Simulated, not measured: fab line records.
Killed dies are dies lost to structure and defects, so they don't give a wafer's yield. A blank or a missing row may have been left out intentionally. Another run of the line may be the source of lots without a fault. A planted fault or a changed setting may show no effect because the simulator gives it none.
The same fault as seen by 2 desks | flow nandHarc | numbers are kept per desk, each desk with only its own; the story behind them comes last

## FROM THE METROLOGY DESK
Means of the sampled wafers that have a number, per lot and without regard to the tool the lot ran on: this is what the gauges read. Marked OUT: a lot whose mean sits more than 4 standard deviations from the usual mean, which makes it out of limits; the brackets give that distance.
Columns: A = cdNm at NHARC_A_CONTACT_CD_MEAS_53, usual 289.6 nm
lot  | first seen here | A
L827 | day 21 10:28    | 289.9
L828 | day 22 15:32    | 287.9
L830 | day 23 10:11    | 289.5
L832 | day 23 20:47    | 290.4
L833 | day 24 14:25    | 288.4
L835 | day 24 19:40    | 290.0
L834 | day 24 20:31    | 290.1
L837 | day 25 12:38    | 289.8
L836 | day 25 17:12    | 289.6
L841 | day 26 22:16    | 290.3
L842 | day 27 07:46    | 288.0
L848 | day 30 07:54    | 290.0
L849 | day 30 11:04    | 289.0
L850 | day 30 19:47    | 289.0
This desk's finding: nothing out of limits on any of the 14 lots.

## TOOL OWNER'S DESK, rieDiel-05
The tool's own readings at NHARC_A_CONTACT_ETCH_90 (etches the open film in CH3F/O2, target depth 40 nm, time 85.7 s): means of the sampled wafers that have a number, for each lot that ran on this tool. Marked OUT: a lot whose mean sits more than 4 standard deviations from the usual mean, which makes it out of limits; the brackets give that distance.
Columns: A = drypumpMotorCurrentA at NHARC_A_CONTACT_ETCH_90, usual 5.5 A; B = oesProductAu at NHARC_A_CONTACT_ETCH_90, usual 0.95 a.u.; C = rfVppV at NHARC_A_CONTACT_ETCH_90, usual 244.2 V; D = showerheadPlenumPTorr at NHARC_A_CONTACT_ETCH_90, usual 2.45 Torr; E = throttleValvePct at NHARC_A_CONTACT_ETCH_90, usual 20.663 %
lot  | first seen here | A   | B               | C     | D    | E
L828 | day 22 15:19    | 5.7 | 0.95            | 244.9 | 2.44 | 20.665
L832 | day 23 20:34    | 5.1 | 0.94            | 243.4 | 2.38 | 20.662
L833 | day 24 14:13    | 5.4 | 0.93            | 243.9 | 2.41 | 20.668
L835 | day 24 19:27    | 5.4 | 0.94            | 244.4 | 2.41 | 20.663
L834 | day 24 20:19    | 5.6 | 1.02            | 244.4 | 2.47 | 20.660
L837 | day 25 12:22    | 5.4 | 0.93            | 244.1 | 2.41 | 20.663
L836 | day 25 16:57    | 5.3 | 1.00            | 243.0 | 2.39 | 20.660
L841 | day 26 22:05    | 5.2 | 0.78 (-5.1) OUT | 245.0 | 2.47 | 20.662
L842 | day 27 07:33    | 5.3 | 0.89            | 244.2 | 2.41 | 20.657
This desk's finding: out of limits on L841; first on L841, day 26 22:05 (oesProductAu at NHARC_A_CONTACT_ETCH_90). Within limits: L828, L832, L833, L835, L834, L837, L836, L842.

## ALL TOGETHER
The tool owner's desk could have raised an alarm at day 26 22:05, on L841.
At the metrology desk, nothing out of limits was observed.
The metrology desk holds a record of L841, inside its limits.
Every lot named ran NHARC_A_CONTACT_ETCH_90 on rieDiel-05.

## WHAT THE SIMULATOR PUT IN
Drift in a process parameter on rieDiel-05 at NHARC_A_CONTACT_ETCH_90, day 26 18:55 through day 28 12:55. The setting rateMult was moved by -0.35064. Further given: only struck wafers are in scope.
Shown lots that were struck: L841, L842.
Each desk's first reading out of limits, in hours after the fault started: the tool owner's desk, 3.
